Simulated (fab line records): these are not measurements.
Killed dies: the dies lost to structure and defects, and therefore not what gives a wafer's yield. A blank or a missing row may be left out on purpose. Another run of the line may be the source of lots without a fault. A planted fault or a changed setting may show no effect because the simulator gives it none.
What tool caused it? / flow n5Finfet / 12 lots, 36 wafers sampled, at 2 steps of a route of 1938

## WHAT THE GAUGES SHOWED, per wafer
N5_BEOL_M7_CD_MEAS_35: the cd target is 40 nm.
lot=L075; measured=day 9 17:46; on=cdSem-03; cdNm (nm)=39.8 39.7 39.8
lot=L078; measured=day 10 00:10; on=cdSem-01; cdNm (nm)=39.9 40.5 40.4
lot=L079; measured=day 10 14:34; on=cdSem-02; cdNm (nm)=39.2 39.8 39.2
lot=L081; measured=day 11 01:51; on=cdSem-02; cdNm (nm)=38.7 39.7 40.4
lot=L084; measured=day 11 10:58; on=cdSem-02; cdNm (nm)=40.5 40.0 40.1
lot=L085; measured=day 12 09:02; on=cdSem-01; cdNm (nm)=39.4 40.1 40.3
lot=L087; measured=day 12 23:38; on=cdSem-03; cdNm (nm)=38.2 39.8 38.7
lot=L089; measured=day 13 03:50; on=cdSem-01; cdNm (nm)=39.4 40.0 39.8
lot=L092; measured=day 13 10:56; on=cdSem-03; cdNm (nm)=41.0 40.3 40.5
lot=L093; measured=day 14 04:20; on=cdSem-02; cdNm (nm)=41.2 40.9 41.4
lot=L094; measured=day 14 20:50; on=cdSem-02; cdNm (nm)=40.7 40.5 39.9
lot=L096; measured=day 15 00:47; on=cdSem-01; cdNm (nm)=40.7 40.3 40.3

## WHICH TOOL RAN EACH LOT (tool, then ch and the chambers of the sampled wafers, then the start)
lot=L075; N5_BEOL_M7_STRIP_36=rieDiel-03 ch 0,2, day 9 17:25
lot=L078; N5_BEOL_M7_STRIP_36=rieDiel-03 ch 1,2, day 9 23:49
lot=L079; N5_BEOL_M7_STRIP_36=rieDiel-05 ch 0,1,3, day 10 14:13
lot=L081; N5_BEOL_M7_STRIP_36=rieDiel-03 ch 0,1,2, day 11 01:24
lot=L084; N5_BEOL_M7_STRIP_36=rieDiel-04 ch 2,3, day 11 10:29
lot=L085; N5_BEOL_M7_STRIP_36=rieDiel-03 ch 2,3, day 12 08:41
lot=L087; N5_BEOL_M7_STRIP_36=rieDiel-05 ch 0,2, day 12 23:17
lot=L089; N5_BEOL_M7_STRIP_36=rieDiel-05 ch 0,1,2, day 13 03:29
lot=L092; N5_BEOL_M7_STRIP_36=rieDiel-03 ch 0,1, day 13 10:35
lot=L093; N5_BEOL_M7_STRIP_36=rieDiel-05 ch 0,1, day 14 03:58
lot=L094; N5_BEOL_M7_STRIP_36=rieDiel-05 ch 0,1,2, day 14 20:29
lot=L096; N5_BEOL_M7_STRIP_36=rieDiel-03 ch 0,2, day 15 00:26
- N5_BEOL_M7_STRIP_36: strips in N2/H2.

## THE ANSWER, worked out from the rows above alone
Rule: the lots themselves supply what counts as usual. Put in order of their means at a reading, lots are off if they are a third of the lots or fewer, leave a main group of 4 or more, and stand apart from it by a gap of 3 or more times the standard deviation of the main group's means; of several such gaps the widest counts. The tables above print the reading to a certain number of digits; a main group whose means all agree to those digits is not used. A lot without any number at a reading at which 4 lots or more have one is off too. Where the step has rows for the other lots, those lots are counted as sound.
No lot is off on any of the readings shown, so nothing can be concluded from this.

## WHAT THE SIMULATOR HAD PUT IN
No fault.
